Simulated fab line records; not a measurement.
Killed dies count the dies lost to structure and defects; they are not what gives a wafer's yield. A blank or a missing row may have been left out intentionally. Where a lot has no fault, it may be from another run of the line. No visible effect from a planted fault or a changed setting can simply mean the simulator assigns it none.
Split-lot trial | flow n5_finfet | 7 lots, 39 wafers read, on a route of 1938 steps

ON THE SPLIT
At N5_BEOL_M6_VIA_ETCH_34 (etches SiCOH lowk in C4F6/O2, target depth 126.3 nm, time 50.9 s), the setting target_depth_a was moved away from the recipe's 1263 angstrom on 15 of the 39 wafers read, by -19.5% to +57.0%. The other wafers ran this setting at the recipe's value.

The reading comes from the split's own step.

THE READING
SOC_of_BEOL_M6_COAT_63.thk_nm (the simulator's own value, which no gauge read), in nm, at N5_BEOL_M6_VIA_ETCH_34 (etches SiCOH lowk in C4F6/O2, target depth 126.3 nm, time 50.9 s). There is no usual value for it anywhere in the file. Here, 24 wafers ran the recipe; their average is 53.9 nm with a standard deviation of 0.26 nm.

wafer  | tool, chamber at the split | target_depth_a as run, angstrom | against the recipe | SOC_of_BEOL_M6_COAT_63.thk_nm, nm | against lot-mates on the recipe
L077.1 | rie_diel-01, 1             | 1263                            | recipe             | 53.6                              | -
L077.2 | rie_diel-01, 3             | 1916                            | +51.7%             | 50.6                              | -3.0
L077.3 | rie_diel-01, 2             | 1916                            | +51.7%             | 50.4                              | -3.2
L077.4 | rie_diel-01, 0             | 1263                            | recipe             | 53.4                              | -
L077.5 | rie_diel-01, 2             | 1916                            | +51.7%             | 50.6                              | -3.0
L077.6 | rie_diel-01, 1             | 1263                            | recipe             | 53.8                              | -
L076.3 | rie_diel-01, 0             | 1263                            | recipe             | 54                                | -
L076.4 | rie_diel-01, 0             | 1263                            | recipe             | 54                                | -
L076.5 | rie_diel-01, 1             | 1263                            | recipe             | 54                                | -
L082.1 | rie_diel-01, 2             | 1263                            | recipe             | 53.8                              | -
L082.2 | rie_diel-01, 3             | 1017                            | -19.5%             | 54.6                              | +1.0
L082.3 | rie_diel-01, 0             | 1263                            | recipe             | 53.4                              | -
L082.4 | rie_diel-01, 1             | 1263                            | recipe             | 53.6                              | -
L082.5 | rie_diel-01, 0             | 1017                            | -19.5%             | 55                                | +1.4
L082.6 | rie_diel-01, 1             | 1017                            | -19.5%             | 55                                | +1.4
L083.1 | rie_diel-05, 0             | 1056                            | -16.4%             | 55.2                              | +1.0
L083.2 | rie_diel-05, 3             | 1056                            | -16.4%             | 55                                | +0.8
L083.3 | rie_diel-05, 2             | 1056                            | -16.4%             | 55                                | +0.8
L083.4 | rie_diel-05, 1             | 1263                            | recipe             | 54.4                              | -
L083.5 | rie_diel-05, 0             | 1263                            | recipe             | 54.2                              | -
L083.6 | rie_diel-05, 3             | 1263                            | recipe             | 54                                | -
L088.1 | rie_diel-04, 1             | 1983                            | +57.0%             | 50.2                              | -3.5
L088.2 | rie_diel-04, 0             | 1983                            | +57.0%             | 50.2                              | -3.5
L088.3 | rie_diel-04, 2             | 1263                            | recipe             | 53.4                              | -
L088.4 | rie_diel-04, 3             | 1263                            | recipe             | 53.8                              | -
L088.5 | rie_diel-04, 3             | 1263                            | recipe             | 53.8                              | -
L088.6 | rie_diel-04, 0             | 1983                            | +57.0%             | 50.4                              | -3.3
L095.1 | rie_diel-04, 0             | 1263                            | recipe             | 54.2                              | -
L095.2 | rie_diel-04, 3             | 1786                            | +41.4%             | 51.4                              | -2.6
L095.3 | rie_diel-04, 1             | 1786                            | +41.4%             | 51.4                              | -2.6
L095.4 | rie_diel-04, 1             | 1263                            | recipe             | 54                                | -
L095.5 | rie_diel-04, 3             | 1263                            | recipe             | 53.8                              | -
L095.6 | rie_diel-04, 0             | 1786                            | +41.4%             | 51.8                              | -2.2
L097.1 | rie_diel-05, 0             | 1263                            | recipe             | 54                                | -
L097.2 | rie_diel-05, 3             | 1263                            | recipe             | 53.8                              | -
L097.3 | rie_diel-05, 2             | 1263                            | recipe             | 54                                | -
L097.4 | rie_diel-05, 0             | 1263                            | recipe             | 54.2                              | -
L097.5 | rie_diel-05, 3             | 1263                            | recipe             | 53.8                              | -
L097.6 | rie_diel-05, 2             | 1263                            | recipe             | 53.6                              | -

THE FIT
A straight line over all 39 wafers: SOC_of_BEOL_M6_COAT_63.thk_nm changes by -0.0619 nm for each +1% of target_depth_a; r = -0.99; the points scatter about the line by 0.25 nm.
The same after taking each lot's own level away (the mean of its wafers on the recipe; 39 wafers): -0.0596 nm for each +1%; r = -0.99; scatter 0.17 nm.
The reading moves by 3.4 nm for the largest change in target_depth_a, on that fit.
Across the lots, their own levels run from 53.60 to 54.20 nm, a range of 2.3 times the standard deviation given above.
The two slopes are in agreement: the lot-to-lot level therefore moves the slope only a little.
Check: with one of the wafers moved furthest among these (+57.0%) left out of the fit, the line predicts -3.38 nm for it against its lot-mates. It came out at -3.47 nm against them.

OTHER SPLITS ON THESE WAFERS
Before the reading, these wafers also passed through other splits. Each is held against what the fit with the lots' levels taken away leaves over:
other split on the same wafers            | wafers away from the commonest value | r with SOC_of_BEOL_M6_COAT_63.thk_nm (lot level and that fit taken away)
N5_BEOL_M0_TRENCH_ETCH_107 target_depth_a | 15                                   | -0.05
N5_BEOL_M3_ALD_98 ald_cycles              | 15                                   | +0.09
N5_BEOL_M5_TRENCH_ETCH_37 target_depth_a  | 15                                   | +0.03

THE WHOLE CHAIN: every reading that the file lists as answering this split, in the file's order
step                   | what it does                                                     | reading                                                                        | change (the file's fit)                | r (the file's)
N5_BEOL_M6_VIA_ETCH_34 | etches SiCOH lowk in C4F6/O2, target depth 126.3 nm, time 50.9 s | etch.depth_nm (the simulator's own value, which no gauge read)                 | +1.24 nm for each +1% of the setting   | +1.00
N5_BEOL_M6_VIA_ETCH_34 | etches SiCOH lowk in C4F6/O2, target depth 126.3 nm, time 50.9 s | SOC_of_BEOL_M6_COAT_63.thk_nm (the simulator's own value, which no gauge read) | -0.0595 nm for each +1% of the setting | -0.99

FILE'S OWN FIT
SOC_of_BEOL_M6_COAT_63.thk_nm changes by -0.0595 nm for each +1% of target_depth_a, r = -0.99.
